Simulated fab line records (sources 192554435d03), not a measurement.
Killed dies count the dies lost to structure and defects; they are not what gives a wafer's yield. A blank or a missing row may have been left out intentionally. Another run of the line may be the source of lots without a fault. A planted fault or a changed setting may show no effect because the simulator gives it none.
What tool caused it?	flow n5 finfet	24 wafers sampled from 8 lots at 1 step of a route of 1938

== WHAT THE GAUGES READ, wafer by wafer ==
N5_BEOL_M4_RC_MEAS_101. Usual: DIBL_N 36.8 mV/V, standard deviation 2.1; DIBL_P 37.1 mV/V, standard deviation 2.2; IOFF_N 0.18 nA/um, standard deviation 0.037; IOFF_P 0.23 nA/um, standard deviation 0.041; ION_N 682 uA/um, standard deviation 13; ION_P 467 uA/um, standard deviation 8.6; SS_N 71.7 mV/dec, standard deviation 0.61; SS_P 73.5 mV/dec, standard deviation 0.6; VT_N 248 mV, standard deviation 3.4; VT_P -249 mV, standard deviation 3.5.
lot	measured	on	DIBL_N (mV/V)	DIBL_P (mV/V)	IOFF_N (nA/um)	IOFF_P (nA/um)	ION_N (uA/um)	ION_P (uA/um)	SS_N (mV/dec)	SS_P (mV/dec)	VT_N (mV)	VT_P (mV)	flag
L819	day 9 13:36	prober-01	37.9 37.7 36.2	37.5 38.5 37.0	0.18 0.18 0.14	0.21 0.22 0.19	657 675 659	445 456 449	72.1 71.6 71.4	73.3 73.6 72.8	250 247 253	-250 -253 -251	
L822	day 10 00:05	prober-01	38.1 37.7 38.8	37.8 37.0 39.0	0.21 0.20 0.20	0.24 0.24 0.26	690 691 689	473 479 472	71.3 72.4 71.8	73.8 73.3 73.7	245 244 248	-247 -249 -248	
L823	day 10 17:53	prober-02	37.8 39.9 37.2	39.9 42.8 39.6	0.21 0.27 0.21	0.22 0.27 0.21	706 712 691	474 475 470	71.9 72.3 71.8	74.5 74.2 73.7	246 241 246	-250 -249 -251	
L824	day 10 20:10	prober-01	36.6 37.5 34.7	35.9 37.5 34.7	0.15 0.17 0.13	0.19 0.22 0.18	674 684 670	461 471 464	71.2 71.4 71.0	73.1 73.5 73.2	252 250 252	-253 -250 -253	
L825	day 10 22:38	prober-02	38.2 36.6 36.7	39.1 37.1 35.9	0.23 0.19 0.18	0.24 0.20 0.18	708 692 680	473 464 456	72.0 71.0 72.0	74.2 73.8 73.8	243 247 249	-250 -253 -254	
L833	day 13 06:46	prober-02	38.5 34.8 36.3	39.1 34.6 36.2	0.22 0.14 0.18	0.26 0.18 0.21	699 669 696	473 467 472	71.3 70.4 70.7	75.0 73.3 73.9	245 253 247	-248 -249 -251	
L835	day 13 08:25	prober-01	35.1 35.8 37.7	37.3 37.5 41.0	0.16 0.16 0.22	0.20 0.20 0.26	677 684 690	466 464 468	70.8 71.4 71.8	72.6 73.9 74.3	249 250 247	-250 -250 -248	
L834	day 13 14:47	prober-01	37.0 37.0 39.1	39.5 39.3 41.5	0.20 0.19 0.24	0.29 0.29 0.33	694 685 696	475 476 480	72.4 71.6 73.0	74.0 73.7 74.6	245 247 244	-242 -242 -242	

== TOOL THAT RAN EACH LOT (tool first, then ch and the chambers of the sampled wafers, then the start) ==
The record shows no process step preceding these readings.

== WHAT THE TOOLS THEMSELVES READ (means of the sampled wafers that have a number; where no wafer has one, the mark that the record gives instead) ==
The record holds no such reading with a usual standard deviation.

== THE ANSWER, worked out from the rows above alone ==
Rule: a lot counts as off when the mean over its wafers that have a number is more than 3 standard deviations away from the usual mean. Also off: a lot with no number at a reading for which 4 or more lots have one. All remaining lots with rows at the step are treated as sound. First the gauges in route order, then the tools' own readings, where a lot's mean is used as printed above. At the first step where some lot is off, the reading lying furthest off is the one used; lots without a number count as furthest.
None of the lots is off at any reading shown; this tells nothing.

== WHAT THE SIMULATOR PUT IN ==
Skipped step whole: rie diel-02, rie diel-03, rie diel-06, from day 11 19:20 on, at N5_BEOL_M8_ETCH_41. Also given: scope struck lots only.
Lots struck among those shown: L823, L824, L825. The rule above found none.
